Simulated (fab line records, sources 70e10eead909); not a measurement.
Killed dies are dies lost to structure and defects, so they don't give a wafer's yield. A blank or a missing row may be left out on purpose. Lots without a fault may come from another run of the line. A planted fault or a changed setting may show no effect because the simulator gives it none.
Which tool did it? | flow nand_harc | 14 lots, 42 wafers sampled, at 4 steps of a route of 1159

WHAT THE GAUGES READ, wafer by wafer
The record holds no reading of a measuring or inspecting step that can be judged against a usual standard deviation.

WHICH TOOL RAN EACH LOT (tool, then ch and the chambers of the sampled wafers, then the start)
lot  | NHARC_A_STAIRCASE_ETCH_230                    | NHARC_A_STAIRCASE_HM_DEP_456  | NHARC_A_STAIRCASE_PEB_287         | NHARC_A_STAIRCASE_ETCH_294
L462 | rie_diel-01 ch 0,2, day 11 20:35 or earlier   | acl_dep-01 ch 0, day 11 20:35 | litho_track-07 ch 0, day 11 23:07 | rie_diel-01 ch 1,2, no start
L461 | rie_diel-04 ch 0,3, day 12 00:05 or earlier   | acl_dep-02 ch 0, day 12 00:05 | litho_track-02 ch 0, day 12 02:12 | rie_diel-04 ch 1,3, no start
L464 | rie_diel-04 ch 0,1,3, day 12 09:05 or earlier | acl_dep-02 ch 0, day 12 09:05 | litho_track-02 ch 0, day 12 11:31 | rie_diel-01 ch 0,1, no start
L463 | rie_diel-01 ch 0,2,3, day 12 12:32 or earlier | acl_dep-01 ch 0, day 12 12:32 | litho_track-07 ch 0, day 12 14:27 | rie_diel-04 ch 0,1,3, no start
L466 | rie_diel-01 ch 0,1, day 12 16:49 or earlier   | acl_dep-01 ch 0, day 12 16:49 | litho_track-05 ch 0, day 12 18:27 | rie_diel-04 ch 0,1,3, no start
L465 | rie_diel-04 ch 0,1, day 12 17:32 or earlier   | acl_dep-03 ch 0, day 12 17:32 | litho_track-02 ch 0, day 12 19:28 | rie_diel-02 ch 0,1,2, no start
L467 | rie_diel-01 ch 0,1,2, day 13 07:49 or earlier | acl_dep-03 ch 0, day 13 07:49 | litho_track-07 ch 0, day 13 10:26 | rie_diel-01 ch 0,1,2, no start
L468 | rie_diel-02 ch 0,2,3, day 13 09:49 or earlier | acl_dep-02 ch 0, day 13 09:49 | litho_track-07 ch 0, day 13 12:02 | rie_diel-04 ch 0,1,2, no start
L469 | rie_diel-01 ch 0,1,2, day 14 03:56 or earlier | acl_dep-03 ch 0, day 14 03:56 | litho_track-07 ch 0, day 14 06:31 | rie_diel-02 ch 0,1,2, no start
L471 | rie_diel-01 ch 1,2,3, day 14 19:21 or earlier | acl_dep-02 ch 0, day 14 19:21 | litho_track-07, day 14 21:56      | rie_diel-04 ch 0,1,3, no start
L472 | rie_diel-04 ch 0,1, day 14 19:47 or earlier   | acl_dep-03 ch 0, day 14 19:47 | litho_track-05, day 14 22:06      | rie_diel-04 ch 0,1,3, no start
L476 | rie_diel-02 ch 0,2,3, day 15 17:53 or earlier | acl_dep-01 ch 0, day 15 17:53 | litho_track-02 ch 0, day 15 20:08 | rie_diel-01 ch 0,1,3, no start
L482 | rie_diel-02 ch 1,2,3, day 16 18:13 or earlier | acl_dep-03 ch 0, day 16 18:13 | litho_track-07 ch 0, day 16 20:38 | rie_diel-01 ch 0,2, day 17 01:23
L481 | rie_diel-01 ch 0,2, day 17 07:06 or earlier   | acl_dep-01 ch 0, day 17 07:06 | litho_track-02 ch 0, day 17 09:40 | rie_diel-04 ch 0,1, no start
- NHARC_A_STAIRCASE_ETCH_230: etches the open film in C4F8/O2, target depth 100 nm, time 40.5 s.
- NHARC_A_STAIRCASE_HM_DEP_456: deposits aC, target thk 1500 nm.
- NHARC_A_STAIRCASE_PEB_287: peb time 130 s.
- NHARC_A_STAIRCASE_ETCH_294: etches the open film in C4F8/O2/Ar, target depth 4992 nm, time 1212.4 s.

WHAT THE TOOLS THEMSELVES READ (means of the sampled wafers that have a number; where no wafer has one, the mark that the record gives instead)
NHARC_A_STAIRCASE_ETCH_230.
lot  | tool        | oes_product_au (a.u.) | rf_vpp_V (V)
L462 | rie_diel-01 | 0.978                 | 892
L461 | rie_diel-04 | 0.938                 | 894
L464 | rie_diel-04 | 0.936                 | 894
L463 | rie_diel-01 | 0.928                 | 892
L466 | rie_diel-01 | 0.945                 | 887
L465 | rie_diel-04 | 0.939                 | 896
L467 | rie_diel-01 | 0.981                 | 889
L468 | rie_diel-02 | 0.970                 | 893
L469 | rie_diel-01 | 0.948                 | 888
L471 | rie_diel-01 | 0.946                 | 899
L472 | rie_diel-04 | 0.947                 | 896
L476 | rie_diel-02 | 0.954                 | 899
L482 | rie_diel-02 | 0.958                 | 900
L481 | rie_diel-01 | 0.936                 | 889

NHARC_A_STAIRCASE_HM_DEP_456.
lot  | tool       | throttle_valve_pct (%)
L462 | acl_dep-01 | 34.992
L461 | acl_dep-02 | 35.014
L464 | acl_dep-02 | 35.003
L463 | acl_dep-01 | 34.999
L466 | acl_dep-01 | 34.995
L465 | acl_dep-03 | 34.999
L467 | acl_dep-03 | 35.004
L468 | acl_dep-02 | 34.994
L469 | acl_dep-03 | 35.001
L471 | acl_dep-02 | 35.001
L472 | acl_dep-03 | 35.008
L476 | acl_dep-01 | 35.005
L482 | acl_dep-03 | 35.005
L481 | acl_dep-01 | 35.001

NHARC_A_STAIRCASE_PEB_287.
lot  | tool           | chill_plate_temp_C (C) | exhaust_pa (Pa)
L462 | litho_track-07 | 23.04                  | 44.8
L461 | litho_track-02 | 22.94                  | 45.2
L464 | litho_track-02 | 22.98                  | 45.4
L463 | litho_track-07 | 23.05                  | 44.8
L466 | litho_track-05 | 22.93                  | 46.0
L465 | litho_track-02 | 23.01                  | 44.9
L467 | litho_track-07 | 22.97                  | 45.7
L468 | litho_track-07 | 22.96                  | 46.1
L469 | litho_track-07 | 22.98                  | 45.0
L471 | litho_track-07 | -                      | -
L472 | litho_track-05 | -                      | -
L476 | litho_track-02 | 22.98                  | 42.8
L482 | litho_track-07 | 22.95                  | 45.4
L481 | litho_track-02 | 22.98                  | 46.1

NHARC_A_STAIRCASE_ETCH_294.
lot  | tool        | oes_product_au (a.u.) | rf_vpp_V (V)
L462 | rie_diel-01 | 0.921                 | 1813
L461 | rie_diel-04 | 0.960                 | 1820
L464 | rie_diel-01 | 0.949                 | 1809
L463 | rie_diel-04 | 0.944                 | 1823
L466 | rie_diel-04 | 0.935                 | 1823
L465 | rie_diel-02 | 0.945                 | 1822
L467 | rie_diel-01 | 0.943                 | 1812
L468 | rie_diel-04 | 0.944                 | 1826
L469 | rie_diel-02 | 0.940                 | 1820
L471 | rie_diel-04 | 0.924                 | 1822
L472 | rie_diel-04 | 0.931                 | 1822
L476 | rie_diel-01 | 0.927                 | 1829
L482 | rie_diel-01 | 0.930                 | 1815
L481 | rie_diel-04 | 0.942                 | 1825

THE ANSWER, worked out from the rows above alone
Rule: what is usual is taken from the lots themselves. Put in order of their means at a reading, lots are off if they are a third of the lots or fewer, leave a main group of 4 or more, and stand apart from it by a gap of 3 or more times the standard deviation of the main group's means; of several such gaps the widest counts. A main group whose means are all the same, to the digits that the tables above print for the reading, isn't used. A lot without any number at a reading at which 4 lots or more have one is off too. The other lots that the step has rows for count as sound. The gauges are gone through in route order, then the tools' own readings, and for those a lot's mean is taken as printed above. The first step at which some lot is off is used, and at that step the reading that is off furthest; a lot without a number counts as furthest.
Off: L471, L472, at NHARC_A_STAIRCASE_PEB_287 (chill_plate_temp_C). Without a number there: L471, L472. The main group: mean 22.98 C, standard deviation 0.035.
A tool fits if, at that step or a process step before it, it ran every lot that is off, and no sound lot after the first of them. NHARC_A_STAIRCASE_ETCH_230 gives no start for some lots, so the hours and the order of its lots are those of NHARC_A_STAIRCASE_HM_DEP_456. None of those tried fits.

WHAT THE SIMULATOR HAD PUT IN
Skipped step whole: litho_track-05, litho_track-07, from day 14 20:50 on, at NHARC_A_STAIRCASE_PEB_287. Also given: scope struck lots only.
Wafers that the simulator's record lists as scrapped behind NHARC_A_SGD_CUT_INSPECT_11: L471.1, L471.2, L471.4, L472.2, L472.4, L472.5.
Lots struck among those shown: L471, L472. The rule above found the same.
